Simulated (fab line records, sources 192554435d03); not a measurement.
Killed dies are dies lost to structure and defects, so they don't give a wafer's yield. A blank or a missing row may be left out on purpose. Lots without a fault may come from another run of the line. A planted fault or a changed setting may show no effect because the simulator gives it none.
A struck lot beside a sound one | flow n5_finfet | 16 steps out of a route of 1938
Sound: wafers L966.2, L966.3, L966.5. Struck: wafer L963.2. (L963.4, L963.5 of the same lot were not struck and are left out.) The cause comes at the end.
At each step with rows: each side's tool, then ch and its chambers, then its first start. Under that, the readings that differ: sound wafers | struck wafers | difference of the means | sigmas: that difference in standard deviations of wafers without a fault.
alike: readings whose means differ by less than 2 such deviations, and words and numbers that are the same on both sides. not compared: withheld readings, readings that some wafer has no value for, bounds like >300 that may hide the same value, and numbers for which the record gives no deviation and whose values overlap.
The two part at a step that has a row with sigmas, a row that says differs or no value, or rows on one side only. Numbers that don't overlap but have no deviation are shown without sigmas and don't part them. A reading that every wafer of one side lacks parts them only if that side has two wafers or more.

first, 7 steps without rows for these wafers: N5_HKMG_FIN_COAT_42 (time 60 s, resist thk 35 nm); N5_HKMG_FIN_COAT_43 (resist thk 90 nm); N5_HKMG_FIN_EBR_45; N5_HKMG_FIN_SOFTBAKE_44 (time 60 s); N5_HKMG_FIN_EXPOSE_46 (exposes mask NDIPOLE); N5_HKMG_FIN_PEB_47 (peb time 60 s); N5_HKMG_FIN_DEVELOP_48 (develop time 30 s).
N5_HKMG_FIN_CD_MEAS_49: target cd 202 nm.
  sound on cd_sem-03 ch 0, day 8 21:08; struck on cd_sem-01 ch 0, day 8 03:08
  alike: cd_nm
N5_HKMG_FIN_OVL_MEAS_50:
  sound on overlay-01 ch 0, day 8 21:10; struck on overlay-02 ch 0, day 8 03:10
  alike: NDIPOLE_OVL
N5_HKMG_FIN_INSPECT_61: inspects for defects (macro).
  sound on defect_inspect-02, day 8 21:11; struck on defect_inspect-01, day 8 03:11
  alike: raw_defect_count
N5_HKMG_FIN_DESCUM_53: chemistry O2, time 7.9 s.
  sound on rie_diel-03 ch 0,3, day 8 22:32; struck on rie_diel-02 ch 0, day 8 03:46
  alike: chamber_pressure_mTorr, drypump_motor_current_A, oes_product_au, rf_vpp_V, showerhead_plenum_p_Torr, throttle_valve_pct
  not compared: rf_hours_counter_h
N5_HKMG_FIN_ETCH_54: etches SiARC in CF4, target depth 45.5 nm, time 75.8 s.
  sound on rie_diel-03 ch 0,3, day 8 22:34; struck on rie_diel-02 ch 0, day 8 03:49
  alike: bias_w, chamber_pressure_mTorr, drypump_motor_current_A, etch_rf_on_time_s, oes_product_au, rf_vpp_V, showerhead_plenum_p_Torr, throttle_valve_pct
  not compared: rf_hours_counter_h
N5_HKMG_FIN_ETCH_55: etches SOC in N2/H2, target depth 240 nm, time 300 s.
  sound on rie_diel-03 ch 0,3, day 8 22:38; struck on rie_diel-02 ch 0, day 8 03:52
  reading                                     | sound             | struck | difference | sigmas
  bias_w (W)                                  | 150.5 150.3 150.7 | 113.0  | -37.5      | -83
  rf_vpp_V (V)                                | 523.8 519.4 523.6 | 434.9  | -87.4      | -38
  model.etch.depth_nm (nm)                    | 243.2 239.1 244.8 | 218.8  | -23.6      |
  model.HKMG_FIN.feature_depth_nm (nm)        | 243.2 239 244.8   | 218.8  | -23.5      |
  model.SiARC_of_HKMG_FIN_COAT_42.thk_nm (nm) | 21.2 20.8 21.2    | 25     | +4         |
  alike: chamber_pressure_mTorr, drypump_motor_current_A, oes_product_au, showerhead_plenum_p_Torr, throttle_valve_pct
  not compared: rf_hours_counter_h
then, 1 step without rows for these wafers: N5_HKMG_FIN_STRIP_56 (strips in N2/H2).
-- the record jumps here: 4 days lie between the struck wafers' starts before and after (it left off in module HKMG_FIN and takes up again in module BEOL_M4, whose first step shown is number 1111 of the route) --
N5_BEOL_M4_RC_MEAS_101:
  sound on prober-02 ch 0, day 12 17:54; struck on prober-01 ch 0, day 11 23:10
  alike: DIBL_N, DIBL_P, IOFF_N, IOFF_P, ION_N, ION_P, SS_N, SS_P, VT_N, VT_P
-- the record jumps here: 4 days lie between the struck wafers' starts before and after (it left off in module BEOL_M4 and takes up again in module PASSIVATION, whose first step shown is number 1936 of the route) --
N5_PASSIVATION_PROBE_49:
  sound on prober-02, day 17 08:05; struck on prober-01, day 16 09:01
  reading             | sound    | struck | difference | sigmas
  killed_at_contacts  | 8 8 7    | 21     | +13        | +2
  killed_at_front_end | 77 65 62 | 28     | -40        | -3
  killed_at_other     | 3 1 3    | 11     | +9         | +4
  alike: defect_limited_yield, killed_at_M0_to_M3, killed_at_M4_up, killed_dies, killed_on_rim, killed_open, killed_short, sort_bin_5_function, sort_bin_6_memory, sort_bin_8_speed, sort_n_pass

WHERE THEY PART
First at N5_HKMG_FIN_ETCH_55; last, within this record, at N5_PASSIVATION_PROBE_49.

WHY: what the simulator had put in
Process parameter drift: rie_diel-02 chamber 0, from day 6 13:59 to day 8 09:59, at N5_HKMG_FIN_ETCH_55. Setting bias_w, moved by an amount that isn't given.
